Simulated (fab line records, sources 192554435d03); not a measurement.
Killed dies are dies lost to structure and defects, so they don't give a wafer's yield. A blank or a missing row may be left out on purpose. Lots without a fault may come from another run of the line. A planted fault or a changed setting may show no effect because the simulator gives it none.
fab line records | flow n5_finfet
record lots=24 wafers=72 last_day=17
route steps=1938 shown BEOL_M6@1252 BEOL_M7@1279 BEOL_M8@1333
lots that met no fault: from a run of the same line without faults
start_h: hours from the record's first day to the start of the lot's first wafer shown | wait_h: hours since the lot's step before | " the same as in the row above | L1.1+2: a row that stands for several wafers | - no value, or no start given | * or withheld: withheld | < > ~ a bound
route shown NAME@n: a module of which the file shows steps, and the number in the route of the first | usual: mean/standard deviation of fault-free wafers | same: alike in all rows | chamber/n: place in a boat | sites: the reading at each site | _std_site: their standard deviation | _edge_site: outer sites' mean less inner sites' | radius_mm: how far each site lies from the wafer's centre | mask NAME#n: copy n | behind: the tool/chamber that last shaped the wafer | hold: why the lot was held/for how many hours/how that ended | device: the transistor (n, p or np) that didn't switch | end of line: the same wafers' tests at the end of the route | a step without rows: its recipe alone | killed: dies lost to structure and defects at the first sort, not the wafer's yield | map: a wafer's dies, x killed, . not, _ none there
set.NAME: the setting as run; set.NAME@STEP: as run at that earlier step | model.NAME: the simulator's own value behind a step, which no gauge read
steps of the route over a sample of lots; a table a step, a row a wafer
services: from which hour (start_h, from the record's first day; less than 0 if before it) a tool's chamber was out of use, for how many hours, and why
## steps
# step N5_BEOL_M6_SURFACE_TREAT_79
# recipe gas=Ar time_s=* ion_energy_ev=* ion_current_ma_cm2=0.5 pressure_mtorr=* ar_flow_sccm=30
# usual throttle_valve_pct=*
# columns lot.wafer tool chamber start_h wait_h throttle_valve_pct
L075.2 pvd_sputter-03 - 194.20 0.2 *
L075.5 " - " " *
L075.6 " - " " *
L076.3 pvd_sputter-01 - 199.17 0.3 *
L076.4 " - " " *
L076.6 " - " " *
L077.2 pvd_sputter-03 - 199.74 0.3 *
L077.4 " - " " *
L077.6 " - " " *
L074.1 pvd_sputter-02 - 210.20 0.4 *
L074.3 " - " " *
L074.5 " - " " *
L079.1 pvd_sputter-01 - 214.47 0.2 *
L079.3 " - " " *
L079.5 " - " " *
L078.4 pvd_sputter-01 - 218.42 0.0 *
L078.5 " - " " *
L078.6 " - " " *
L080.2 pvd_sputter-02 - 220.29 0.2 *
L080.3 " - " " *
L080.6 " - " " *
L081.1 pvd_sputter-01 - 224.43 0.2 *
L081.4 " - " " *
L081.5 " - " " *
L082.2 pvd_sputter-01 - 238.35 0.2 *
L082.4 " - " " *
L082.5 " - " " *
L083.1 pvd_sputter-01 - 241.97 0.2 *
L083.3 " - " " *
L083.4 " - " " *
L084.1 pvd_sputter-03 - 251.45 0.4 *
L084.2 " - " " *
L084.4 " - " " *
L085.2 pvd_sputter-01 - 260.84 0.2 *
L085.3 " - " " *
L085.6 " - " " *
L086.2 pvd_sputter-01 - 262.04 0.4 *
L086.4 " - " " *
L086.5 " - " " *
L087.1 pvd_sputter-03 - 270.40 0.2 *
L087.5 " - " " *
L087.6 " - " " *
L088.4 pvd_sputter-03 - 278.62 0.2 *
L088.5 " - " " *
L088.6 " - " " *
L089.2 pvd_sputter-03 - 280.56 0.2 *
L089.5 " - " " *
L089.6 " - " " *
L091.2 pvd_sputter-03 - 283.75 0.2 *
L091.5 " - " " *
L091.6 " - " " *
L090.2 pvd_sputter-03 - 294.40 0.3 *
L090.3 " - " " *
L090.5 " - " " *
L092.2 pvd_sputter-03 - 300.84 1.8 *
L092.4 " - " " *
L092.5 " - " " *
L094.2 pvd_sputter-01 - 302.28 0.4 *
L094.3 " - " " *
L094.5 " - " " *
L093.2 pvd_sputter-03 - 302.72 0.4 *
L093.3 " - " " *
L093.6 " - " " *
L095.2 pvd_sputter-01 - 316.07 0.3 *
L095.4 " - " " *
L095.5 " - " " *
L096.1 pvd_sputter-03 - 322.79 0.2 *
L096.4 " - " " *
L096.6 " - " " *
L097.3 pvd_sputter-01 - 323.26 0.5 *
L097.4 " - " " *
L097.6 " - " " *
# step N5_BEOL_M6_ANNEAL_51
# recipe temp_c=225 time_s=90 ambient=N2
# usual wafer_temp_C_max=226.0/0.42
# columns lot.wafer tool chamber start_h wait_h wafer_temp_C_max
L075.2 rtp_anneal-01 0 195.29 0.8 226.1
L075.5 " 0 " " 226.5
L075.6 " 0 " " 226.2
L076.3 rtp_anneal-02 0 199.96 0.1 225.9
L076.4 " 0 " " 225.8
L076.6 " 0 " " 225.8
L077.2 rtp_anneal-02 0 201.55 0.2 225.6
L077.4 " 0 " " 225.7
L077.6 " 0 " " 225.8
L074.1 rtp_anneal-02 0 210.68 0.1 225.2
L074.3 " 0 " " 225.5
L074.5 " 0 " " 225.6
L079.1 rtp_anneal-01 0 215.46 0.6 226.3
L079.3 " 0 " " 226.0
L079.5 " 0 " " 226.1
L078.4 rtp_anneal-02 0 220.10 0.3 225.5
L078.5 " 0 " " 225.8
L078.6 " 0 " " 225.4
L080.2 rtp_anneal-01 0 221.05 0.4 226.2
L080.3 " 0 " " 226.5
L080.6 " 0 " " 226.1
L081.1 rtp_anneal-02 0 225.07 0.2 225.7
L081.4 " 0 " " 225.6
L081.5 " 0 " " 225.8
L082.2 rtp_anneal-01 0 239.25 0.5 226.2
L082.4 " 0 " " 226.3
L082.5 " 0 " " 226.5
L083.1 rtp_anneal-01 0 242.56 0.1 226.0
L083.3 " 0 " " 226.8
L083.4 " 0 " " 226.2
L084.1 rtp_anneal-01 0 253.85 0.2 226.7
L084.2 " 0 " " 226.3
L084.4 " 0 " " 226.2
L085.2 rtp_anneal-02 0 261.45 0.2 225.4
L085.3 " 0 " " 225.4
L085.6 " 0 " " 225.6
L086.2 rtp_anneal-02 0 263.07 0.5 225.7
L086.4 " 0 " " 225.6
L086.5 " 0 " " 225.8
L087.1 rtp_anneal-01 0 271.11 0.1 226.5
L087.5 " 0 " " 226.4
L087.6 " 0 " " 226.4
L088.4 rtp_anneal-02 0 279.34 0.3 225.6
L088.5 " 0 " " 225.5
L088.6 " 0 " " 226.0
L089.2 rtp_anneal-02 0 281.00 0.1 225.6
L089.5 " 0 " " 225.8
L089.6 " 0 " " 225.3
L091.2 rtp_anneal-01 0 284.39 0.3 226.5
L091.5 " 0 " " 226.5
L091.6 " 0 " " 226.3
L090.2 rtp_anneal-01 0 295.21 0.4 227.2
L090.3 " 0 " " 226.0
L090.5 " 0 " " 226.2
L092.2 rtp_anneal-01 0 301.51 0.2 226.5
L092.4 " 0 " " 226.4
L092.5 " 0 " " 226.0
L094.2 rtp_anneal-01 0 303.56 0.6 226.7
L094.3 " 0 " " 226.5
L094.5 " 0 " " 227.1
L093.2 rtp_anneal-02 0 303.92 0.8 225.8
L093.3 " 0 " " 225.6
L093.6 " 0 " " 225.6
L095.2 rtp_anneal-01 0 317.84 0.2 226.5
L095.4 " 0 " " 226.4
L095.5 " 0 " " 226.0
L096.1 rtp_anneal-01 0 323.51 0.1 225.8
L096.4 " 0 " " 225.8
L096.6 " 0 " " 226.3
L097.3 rtp_anneal-01 0 324.14 0.5 226.4
L097.4 " 0 " " 226.6
L097.6 " 0 " " 226.2
# step N5_BEOL_M7_DESCUM_16
# recipe chemistry=O2 time_s=7.9 source_power_w=50 bias_power_w=20 pressure_mtorr=20 rf_frequency_hz=2.712e+07 temp_c=40 resist=CAR-ArF o2_flow_sccm=225
# usual drypump_motor_current_A=6.0/0.61 oes_product_au=0.79/0.069 rf_vpp_V=243.0/1.3 showerhead_plenum_p_Torr=2.08/0.059 throttle_valve_pct=20.36/0.23
# columns lot.wafer tool chamber start_h wait_h drypump_motor_current_A oes_product_au rf_hours_counter_h rf_vpp_V showerhead_plenum_p_Torr throttle_valve_pct
L075.2 rie_diel-02 0 198.72 0.1 5.6 0.96 2 243.6 2.14 20.34
L075.5 " 1 " " 5.4 0.75 - 242.9 2.06 20.09
L075.6 " 2 " " 6.2 0.89 - 246.0 2.22 20.18
L076.3 rie_diel-02 3 203.35 1.0 6.0 0.68 186 242.3 2.10 20.96
L076.4 " 0 " " 5.6 0.94 4 244.5 2.14 20.37
L076.6 " 1 " " 5.4 0.75 - 243.9 2.06 20.09
L077.2 rie_diel-01 1 205.18 0.5 6.4 0.87 51 243.1 2.12 20.59
L077.4 " 0 " " 5.1 0.89 44 243.5 2.05 20.15
L077.6 " 3 " " 6.3 0.72 - 243.2 2.09 20.29
L074.1 rie_diel-04 2 213.90 0.0 5.7 0.73 178 242.0 2.01 20.38
L074.3 " 1 " " 5.0 0.85 43 244.0 2.16 20.61
L074.5 " 1 " " 5.0 0.85 - 242.9 2.16 20.63
L079.1 rie_diel-01 2 218.27 0.2 6.8 0.78 137 241.1 2.02 20.04
L079.3 " 3 " " 6.3 0.72 191 243.0 2.09 20.28
L079.5 " 0 " " 5.1 0.88 - 241.4 2.05 20.14
L078.4 rie_diel-01 1 224.22 0.0 6.4 0.88 - 243.8 2.12 20.61
L078.5 " 0 " " 5.1 0.89 - 241.8 2.05 20.14
L078.6 " 3 " " 6.3 0.72 - 242.2 2.09 20.30
L080.2 rie_diel-01 1 224.53 0.3 6.4 0.87 57 242.8 2.12 20.61
L080.3 " 0 " " 5.1 0.88 50 242.3 2.05 20.15
L080.6 " 0 " " 5.1 0.89 - 243.7 2.05 20.12
L081.1 rie_diel-04 2 227.46 0.4 5.8 0.73 183 242.8 2.01 20.41
L081.4 " 0 " " 6.1 0.72 188 243.2 2.15 20.46
L081.5 " 2 " " 5.7 0.73 - 242.5 2.01 20.39
L082.2 rie_diel-02 1 242.03 0.0 5.4 0.73 181 242.8 2.05 20.12
L082.4 " 2 " " 6.2 0.87 38 245.7 2.22 20.23
L082.5 " 0 " " 5.6 0.91 - 245.5 2.13 20.37
L083.1 rie_diel-01 2 245.44 0.0 6.8 0.78 141 240.6 2.02 20.05
L083.3 " 1 " " 6.4 0.86 64 242.9 2.12 20.63
L083.4 " 3 " " 6.2 0.72 199 242.7 2.09 20.31
L084.1 rie_diel-02 1 257.39 0.2 5.4 0.73 185 244.2 2.05 20.12
L084.2 " 3 " " 6.0 0.67 202 242.8 2.09 21.00
L084.4 " 0 " " 5.6 0.89 21 243.5 2.13 20.40
L085.2 rie_diel-02 1 265.42 0.0 5.4 0.74 188 242.2 2.05 20.14
L085.3 " 2 " " 6.2 0.85 45 245.6 2.22 20.23
L085.6 " 2 " " 6.2 0.85 - 246.9 2.21 20.24
L086.2 rie_diel-01 1 266.99 0.3 6.4 0.85 69 243.6 2.12 20.63
L086.4 " 0 " " 5.1 0.85 64 241.9 2.05 20.18
L086.5 " 0 " " 5.1 0.86 - 241.9 2.05 20.16
L087.1 rie_diel-04 2 273.88 0.0 5.7 0.72 195 240.8 2.01 20.41
L087.5 " 2 " " 5.7 0.71 - 242.0 2.01 20.42
L087.6 " 3 " " 6.7 0.78 - 241.0 2.01 20.30
L088.4 rie_diel-04 2 282.18 0.7 5.7 0.72 - 240.2 2.01 20.42
L088.5 " 1 " " 5.0 0.83 - 243.7 2.15 20.67
L088.6 " 3 " " 6.6 0.78 - 243.1 2.01 20.29
L089.2 rie_diel-01 1 286.11 2.1 6.3 0.84 77 243.5 2.12 20.63
L089.5 " 3 " " 6.2 0.71 - 242.1 2.08 20.32
L089.6 " 0 " " 5.1 0.84 - 241.4 2.04 20.17
L091.2 rie_diel-04 2 287.61 1.0 5.7 0.71 202 241.4 2.00 20.44
L091.5 " 2 " " 5.7 0.72 - 240.2 2.00 20.42
L091.6 " 1 " " 5.0 0.82 - 243.1 2.15 20.67
L090.2 rie_diel-04 1 298.47 0.0 5.0 0.81 70 244.6 2.15 20.68
L090.3 " 0 " " 6.1 0.71 208 243.6 2.15 20.52
L090.5 " 0 " " 6.1 0.70 - 243.8 2.15 20.50
L092.2 rie_diel-01 3 304.01 0.0 6.3 0.70 219 242.2 2.08 20.33
L092.4 " 0 " " 5.1 0.84 77 242.9 2.04 20.18
L092.5 " 3 " " 6.3 0.71 - 241.6 2.08 20.34
L094.2 rie_diel-01 3 308.61 0.2 6.3 0.70 219 244.5 2.08 20.33
L094.3 " 1 " " 6.3 0.83 84 244.7 2.11 20.64
L094.5 " 2 " " 6.8 0.77 - 243.1 2.01 20.08
L093.2 rie_diel-01 0 308.87 0.4 5.1 0.84 78 241.9 2.04 20.20
L093.3 " 3 " " 6.3 0.70 219 243.1 2.08 20.34
L093.6 " 0 " " 5.1 0.84 - 243.9 2.04 20.19
L095.2 rie_diel-01 0 320.22 0.0 5.1 0.84 81 242.3 2.04 20.20
L095.4 " 1 " " 6.3 0.82 87 242.6 2.11 20.65
L095.5 " 2 " " 6.8 0.75 - 242.1 2.01 20.09
L096.1 rie_diel-01 3 325.91 0.2 6.2 0.70 224 243.0 2.08 20.35
L096.4 " 2 " " 6.8 0.75 166 241.9 2.01 20.09
L096.6 " 0 " " 5.1 0.84 - 242.0 2.04 20.20
L097.3 rie_diel-01 2 326.27 0.0 6.8 0.75 167 241.4 2.01 20.07
L097.4 " 0 " " 5.1 0.83 83 242.2 2.04 20.21
L097.6 " 3 " " 6.3 0.70 - 242.1 2.08 20.35
# step N5_BEOL_M7_STRIP_36
# recipe chemistry=N2/H2 power_w=450 temp_c=40 pressure_mtorr=20 rf_frequency_hz=6e+07 overash_fraction=0.3 bias_power_w=7 h2_frac=0.5 n2_flow_sccm=200 h2_flow_sccm=200
# usual drypump_motor_current_A=5.9/0.56 oes_product_au=0.79/0.072 rf_vpp_V=59.1/1.5 showerhead_plenum_p_Torr=2.53/0.079 throttle_valve_pct=23.6/0.34
# columns lot.wafer tool chamber start_h wait_h drypump_motor_current_A oes_product_au rf_hours_counter_h rf_vpp_V showerhead_plenum_p_Torr throttle_valve_pct
L075.2 rie_diel-01 2 201.42 0.0 6.8 0.78 132 58.4 2.46 23.5
L075.5 " 3 " " 6.3 0.73 - 58.6 2.50 23.0
L075.6 " 2 " " 6.8 0.80 - 58.9 2.46 23.5
L076.3 rie_diel-04 2 204.91 0.0 5.7 0.74 175 58.6 2.43 23.5
L076.4 " 3 " " 6.7 0.80 140 55.4 2.43 23.4
L076.6 " 3 " " 6.7 0.80 - 56.2 2.43 23.4
L077.2 rie_diel-01 3 207.47 0.0 6.3 0.72 188 59.4 2.50 23.0
L077.4 " 0 " " 5.1 0.90 45 59.2 2.47 23.4
L077.6 " 0 " " 5.1 0.88 - 59.2 2.47 23.5
L074.1 rie_diel-02 2 217.30 0.0 6.2 0.88 30 61.7 2.68 23.4
L074.3 " 1 " " 5.4 0.74 173 61.1 2.53 23.4
L074.5 " 3 " " 6.0 0.67 - 61.8 2.51 24.0
L079.1 rie_diel-02 2 220.23 0.0 6.2 0.89 31 59.6 2.68 23.4
L079.3 " 3 " " 6.0 0.69 190 58.3 2.51 24.0
L079.5 " 2 " " 6.2 0.89 - 61.6 2.68 23.3
L080.2 rie_diel-04 2 225.71 0.0 5.7 0.73 182 60.4 2.43 23.5
L080.3 " 0 " " 6.1 0.72 187 61.6 2.64 24.1
L080.6 " 3 " " 6.6 0.80 - 55.5 2.43 23.4
L078.4 rie_diel-01 1 225.73 0.0 6.4 0.87 - 61.3 2.56 23.8
L078.5 " 3 " " 6.3 0.74 - 58.9 2.49 23.0
L078.6 " 0 " " 5.1 0.87 - 60.2 2.47 23.5
L081.1 rie_diel-01 3 229.53 0.0 6.3 0.72 195 57.4 2.49 23.0
L081.4 " 3 " " 6.3 0.72 - 59.7 2.49 23.0
L081.5 " 0 " " 5.1 0.88 - 58.4 2.47 23.5
L082.2 rie_diel-01 1 243.20 0.0 6.4 0.86 63 60.8 2.56 23.8
L082.4 " 2 " " 6.8 0.78 140 58.9 2.46 23.5
L082.5 " 3 " " 6.2 0.72 - 58.2 2.49 23.0
L083.1 rie_diel-04 0 247.49 0.0 6.1 0.71 194 58.7 2.64 24.1
L083.3 " 3 " " 6.7 0.80 153 56.8 2.42 23.4
L083.4 " 2 " " 5.7 0.72 188 58.2 2.42 23.5
L084.1 rie_diel-01 2 258.69 0.0 6.8 0.77 145 60.1 2.46 23.5
L084.2 " 3 " " 6.3 0.72 204 62.1 2.49 23.0
L084.4 " 0 " " 5.1 0.87 61 59.3 2.47 23.5
L085.2 rie_diel-04 2 266.93 0.0 5.7 0.72 193 58.7 2.42 23.5
L085.3 " 3 " " 6.6 0.78 158 61.5 2.42 23.4
L085.6 " 0 " " 6.1 0.72 - 60.5 2.63 24.1
L086.2 rie_diel-01 2 268.77 0.0 6.8 0.76 148 59.6 2.46 23.5
L086.4 " 3 " " 6.3 0.71 207 58.6 2.49 23.0
L086.5 " 0 " " 5.1 0.87 - 61.4 2.47 23.5
L087.1 rie_diel-04 1 278.43 0.0 5.0 0.84 61 59.6 2.60 24.0
L087.5 " 1 " " 5.0 0.82 - 59.2 2.60 24.0
L087.6 " 0 " " 6.1 0.71 - 59.2 2.63 24.1
L088.4 rie_diel-01 1 285.11 0.0 6.3 0.84 77 60.4 2.55 23.8
L088.5 " 2 " " 6.8 0.76 - 59.7 2.45 23.5
L088.6 " 3 " " 6.3 0.71 - 60.7 2.49 23.0
L089.2 rie_diel-04 2 288.17 0.0 5.7 0.71 203 57.0 2.42 23.5
L089.5 " 3 " " 6.7 0.76 - 59.4 2.42 23.4
L089.6 " 2 " " 5.7 0.72 - 60.4 2.42 23.5
L091.2 rie_diel-02 2 289.55 0.0 6.3 0.84 49 59.4 2.67 23.4
L091.5 " 3 " " 6.0 0.67 - 60.2 2.50 24.0
L091.6 " 0 " " 5.6 0.89 - 57.5 2.62 24.0
L090.2 rie_diel-04 0 301.28 0.0 6.1 0.71 209 61.8 2.63 24.1
L090.3 " 3 " " 6.7 0.77 172 59.9 2.42 23.4
L090.5 " 0 " " 6.0 0.71 - 59.1 2.63 24.1
L092.2 rie_diel-02 1 308.96 0.0 5.4 0.72 197 60.0 2.52 23.5
L092.4 " 3 " " 6.0 0.67 215 59.6 2.50 24.0
L092.5 " 1 " " 5.4 0.72 - 58.2 2.52 23.5
L094.2 rie_diel-02 0 311.43 0.0 5.6 0.87 31 59.5 2.62 24.0
L094.3 " 3 " " 6.0 0.67 215 59.6 2.50 24.0
L094.5 " 0 " " 5.6 0.87 - 58.7 2.62 24.0
L093.2 rie_diel-04 3 311.48 0.0 6.7 0.77 176 60.1 2.41 23.4
L093.3 " 0 " " 6.1 0.71 212 58.3 2.63 24.2
L093.6 " 3 " " 6.6 0.76 - 57.8 2.41 23.4
L095.2 rie_diel-02 1 321.45 0.0 5.4 0.71 201 58.4 2.52 23.5
L095.4 " 0 " " 5.6 0.85 34 60.3 2.61 24.0
L095.5 " 0 " " 5.5 0.88 - 57.7 2.61 24.0
L097.3 rie_diel-01 0 327.83 0.0 5.1 0.83 84 57.0 2.46 23.5
L097.4 " 1 " " 6.3 0.81 90 57.6 2.55 23.8
L097.6 " 0 " " 5.1 0.83 - 61.4 2.46 23.5
L096.1 rie_diel-02 0 328.35 0.0 5.6 0.85 38 60.5 2.61 24.0
L096.4 " 3 " " 6.0 0.66 221 56.9 2.49 24.1
L096.6 " 3 " " 6.0 0.66 - 60.9 2.49 24.0
# step N5_BEOL_M7_TRENCH_ETCH_37
# recipe chemistry=C4F6/O2 target_depth_a=934.78 target=SiCOH_lowk time_s=31.2 ion_energy_ev=250 pressure_mtorr=30 source_w=345 bias_w=185 Ar_flow_sccm=300 C4F6_flow_sccm=10 O2_flow_sccm=10
# usual drypump_motor_current_A=5.9/0.56 oes_product_au=0.78/0.071 rf_vpp_V=663/22 showerhead_plenum_p_Torr=2.83/0.089 throttle_valve_pct=20.82/0.27
# columns lot.wafer tool chamber start_h wait_h drypump_motor_current_A oes_product_au rf_hours_counter_h rf_vpp_V showerhead_plenum_p_Torr throttle_valve_pct
L075.2 rie_diel-01 2 - - 6.8 0.78 132 672 2.73 20.44
L075.5 " 3 " " 6.3 0.72 - 656 2.81 20.56
L075.6 " 2 " " 6.8 0.79 - 673 2.73 20.43
L076.3 rie_diel-04 2 - - 5.7 0.72 176 674 2.72 20.70
L076.4 " 3 " " 6.6 0.79 140 669 2.73 20.61
L076.6 " 3 " " 6.7 0.80 - 666 2.73 20.63
L077.2 rie_diel-01 3 - - 6.3 0.72 188 655 2.81 20.54
L077.4 " 0 " " 5.1 0.88 45 672 2.76 20.44
L077.6 " 0 " " 5.1 0.88 - 672 2.76 20.45
L074.1 rie_diel-02 2 - - 6.2 0.89 30 652 3.01 20.72
L074.3 " 1 " " 5.3 0.75 173 663 2.84 20.86
L074.5 " 3 " " 6.0 0.70 - 679 2.82 21.25
L079.1 rie_diel-02 2 - - 6.2 0.87 31 651 3.01 20.72
L079.3 " 3 " " 6.0 0.70 190 679 2.82 21.26
L079.5 " 2 " " 6.2 0.87 - 652 3.01 20.73
L080.2 rie_diel-04 2 - - 5.7 0.71 182 673 2.71 20.70
L080.3 " 0 " " 6.2 0.72 187 711 2.94 21.03
L080.6 " 3 " " 6.7 0.80 - 667 2.73 20.61
L078.4 rie_diel-01 1 - - 6.4 0.85 - 635 2.91 21.21
L078.5 " 3 " " 6.3 0.72 - 656 2.81 20.55
L078.6 " 0 " " 5.1 0.87 - 672 2.75 20.46
L081.1 rie_diel-01 3 - - 6.3 0.72 195 654 2.81 20.55
L081.4 " 3 " " 6.3 0.72 - 655 2.81 20.56
L081.5 " 0 " " 5.1 0.86 - 671 2.75 20.45
L082.2 rie_diel-01 1 - - 6.3 0.84 63 634 2.91 21.22
L082.4 " 2 " " 6.8 0.77 140 673 2.73 20.44
L082.5 " 3 " " 6.3 0.71 - 654 2.80 20.56
L083.1 rie_diel-04 0 - - 6.0 0.71 194 711 2.94 21.02
L083.3 " 3 " " 6.7 0.79 153 668 2.72 20.63
L083.4 " 2 " " 5.8 0.70 188 673 2.71 20.72
L084.1 rie_diel-01 2 - - 6.8 0.77 145 672 2.73 20.45
L084.2 " 3 " " 6.3 0.71 204 655 2.80 20.57
L084.4 " 0 " " 5.1 0.85 61 672 2.75 20.47
L085.2 rie_diel-04 2 - - 5.7 0.71 193 672 2.71 20.72
L085.3 " 3 " " 6.7 0.79 158 667 2.72 20.62
L085.6 " 0 " " 6.1 0.70 - 711 2.94 21.04
L086.2 rie_diel-01 2 - - 6.8 0.77 148 672 2.72 20.46
L086.4 " 3 " " 6.3 0.70 207 655 2.80 20.57
L086.5 " 0 " " 5.1 0.85 - 673 2.75 20.47
L087.1 rie_diel-04 1 - - 5.0 0.83 61 651 2.89 20.97
L087.5 " 1 " " 5.0 0.84 - 650 2.89 20.98
L087.6 " 0 " " 6.1 0.70 - 712 2.94 21.05
L088.4 rie_diel-01 1 - - 6.3 0.82 77 633 2.90 21.25
L088.5 " 2 " " 6.8 0.75 - 671 2.72 20.47
L088.6 " 3 " " 6.3 0.71 - 656 2.80 20.58
L089.2 rie_diel-04 2 - - 5.7 0.70 203 672 2.70 20.74
L089.5 " 3 " " 6.6 0.77 - 668 2.72 20.65
L089.6 " 2 " " 5.7 0.70 - 672 2.70 20.74
L091.2 rie_diel-02 2 - - 6.2 0.85 49 651 3.00 20.74
L091.5 " 3 " " 6.0 0.68 - 680 2.81 21.28
L091.6 " 0 " " 5.6 0.88 - 630 2.90 20.89
L090.2 rie_diel-04 0 - - 6.1 0.70 209 711 2.93 21.07
L090.3 " 3 " " 6.7 0.77 172 667 2.71 20.65
L090.5 " 0 " " 6.1 0.70 - 711 2.93 21.07
L092.2 rie_diel-02 1 - - 5.4 0.73 197 666 2.83 20.90
L092.4 " 3 " " 6.0 0.67 215 679 2.81 21.29
L092.5 " 1 " " 5.4 0.73 - 663 2.83 20.90
L094.2 rie_diel-02 0 - - 5.6 0.87 31 628 2.89 20.89
L094.3 " 3 " " 6.0 0.68 215 681 2.81 21.30
L094.5 " 0 " " 5.6 0.88 - 630 2.89 20.87
L093.2 rie_diel-04 3 - - 6.7 0.76 176 666 2.71 20.66
L093.3 " 0 " " 6.1 0.69 212 711 2.93 21.07
L093.6 " 3 " " 6.7 0.77 - 666 2.71 20.65
L095.2 rie_diel-02 1 - - 5.4 0.72 201 663 2.83 20.90
L095.4 " 0 " " 5.6 0.88 34 631 2.89 20.90
L095.5 " 0 " " 5.6 0.87 - 632 2.89 20.90
L097.3 rie_diel-01 0 - - 5.1 0.82 84 672 2.74 20.51
L097.4 " 1 " " 6.4 0.81 90 632 2.90 21.27
L097.6 " 0 " " 5.1 0.82 - 673 2.74 20.50
L096.1 rie_diel-02 0 - - 5.6 0.86 38 629 2.89 20.90
L096.4 " 3 " " 6.0 0.67 221 680 2.81 21.30
L096.6 " 3 " " 6.0 0.67 - 679 2.81 21.27
# step N5_BEOL_M8_CURE_74
# recipe temp_c=385 time_s=240 ambient=He/Ar material=SiCOH_lowk
# usual lamp_power_pct=52.32/0.062 wafer_temp_C_max=387.1/0.59
# columns lot.wafer tool chamber start_h wait_h lamp_power_pct wafer_temp_C_max
L075.2 uv_cure-03 2 204.30 0.2 52.40 387.6
L075.5 " 2 " " 52.32 387.5
L075.6 " 2 " " 52.38 387.8
L076.3 uv_cure-03 2 209.34 0.4 52.26 388.1
L076.4 " 2 " " 52.32 387.9
L076.6 " 2 " " 52.24 389.7
L077.2 uv_cure-02 2 210.94 0.1 52.34 386.4
L077.4 " 2 " " 52.45 387.1
L077.6 " 2 " " 52.33 386.4
L074.1 uv_cure-02 2 221.18 0.0 52.32 386.2
L074.3 " 2 " " 52.37 386.2
L074.5 " 2 " " 52.29 387.1
L079.1 uv_cure-02 0 224.25 0.0 52.37 388.0
L079.3 " 0 " " 52.34 387.3
L079.5 " 0 " " 52.24 386.9
L078.4 uv_cure-01 2 229.02 0.5 52.25 387.0
L078.5 " 2 " " 52.28 386.9
L078.6 " 2 " " 52.33 386.5
L080.2 uv_cure-02 1 230.87 0.1 52.29 386.5
L080.3 " 1 " " 52.21 386.3
L080.6 " 1 " " 52.28 387.2
L081.1 uv_cure-03 0 234.12 0.1 52.36 386.9
L081.4 " 0 " " 52.33 386.6
L081.5 " 0 " " 52.30 386.2
L082.2 uv_cure-01 2 246.48 0.1 52.38 387.1
L082.4 " 2 " " 52.32 387.7
L082.5 " 2 " " 52.37 386.8
L083.1 uv_cure-01 1 251.08 0.0 52.32 387.6
L083.3 " 1 " " 52.25 387.9
L083.4 " 1 " " 52.35 387.5
L084.1 uv_cure-03 1 262.16 0.0 52.31 387.0
L084.2 " 1 " " 52.24 386.9
L084.4 " 1 " " 52.32 387.4
L085.2 uv_cure-01 0 270.26 0.1 52.31 387.1
L085.3 " 0 " " 52.39 387.1
L085.6 " 0 " " 52.17 387.3
L086.2 uv_cure-02 1 271.96 0.1 52.29 386.3
L086.4 " 1 " " 52.34 386.7
L086.5 " 1 " " 52.41 386.5
L087.1 uv_cure-02 1 281.06 0.0 52.43 386.7
L087.5 " 1 " " 52.22 386.6
L087.6 " 1 " " 52.32 385.9
L088.4 uv_cure-02 0 288.01 0.3 52.35 386.7
L088.5 " 0 " " 52.29 386.7
L088.6 " 0 " " 52.27 387.5
L089.2 uv_cure-01 0 291.05 0.1 52.30 387.8
L089.5 " 0 " " 52.24 386.9
L089.6 " 0 " " 52.18 387.3
L091.2 uv_cure-01 2 294.24 0.1 52.25 387.6
L091.5 " 2 " " 52.19 386.8
L091.6 " 2 " " 52.30 387.0
L090.2 uv_cure-01 1 305.00 0.1 52.27 387.3
L090.3 " 1 " " 52.37 387.3
L090.5 " 1 " " 52.26 386.6
L092.2 uv_cure-01 2 312.64 0.1 52.32 387.4
L092.4 " 2 " " 52.43 386.7
L092.5 " 2 " " 52.28 387.3
L094.2 uv_cure-03 0 314.91 0.1 52.22 387.3
L094.3 " 0 " " 52.37 387.0
L094.5 " 0 " " 52.39 386.4
L093.2 uv_cure-02 0 315.09 0.3 52.35 387.0
L093.3 " 0 " " 52.27 387.1
L093.6 " 0 " " 52.35 386.8
L095.2 uv_cure-02 0 324.72 0.1 52.31 386.1
L095.4 " 0 " " 52.25 387.3
L095.5 " 0 " " 52.30 386.7
L097.3 uv_cure-02 2 330.84 0.3 52.37 387.2
L097.4 " 2 " " 52.26 386.9
L097.6 " 2 " " 52.32 386.6
L096.1 uv_cure-03 2 331.92 0.0 52.35 387.4
L096.4 " 2 " " 52.22 387.6
L096.6 " 2 " " 52.26 388.0
## services
# columns tool chamber start_h hours kind
rie_diel-02 0 172.64 - clean
rie_diel-02 0 172.64 - consumable_replace:focus_ring
rie_diel-02 0 172.64 14.3 scheduled_down
rie_diel-02 0 172.64 14.3 vent_cycle
uv_cure-01 - 175.49 7.5 pm
uv_cure-03 - 177.57 1.5 repair
rtp_anneal-02 - 212.99 3.6 pm
uv_cure-02 - 215.01 1.0 pm
rie_diel-01 2 220.07 16.1 repair
rie_diel-02 0 264.59 16.2 repair
rie_diel-02 - 271.50 14.6 pm
uv_cure-03 - 297.84 2.1 pm
pvd_sputter-02 - 303.66 4.3 repair
rie_diel-04 1 310.45 4.1 repair
## key
fault none
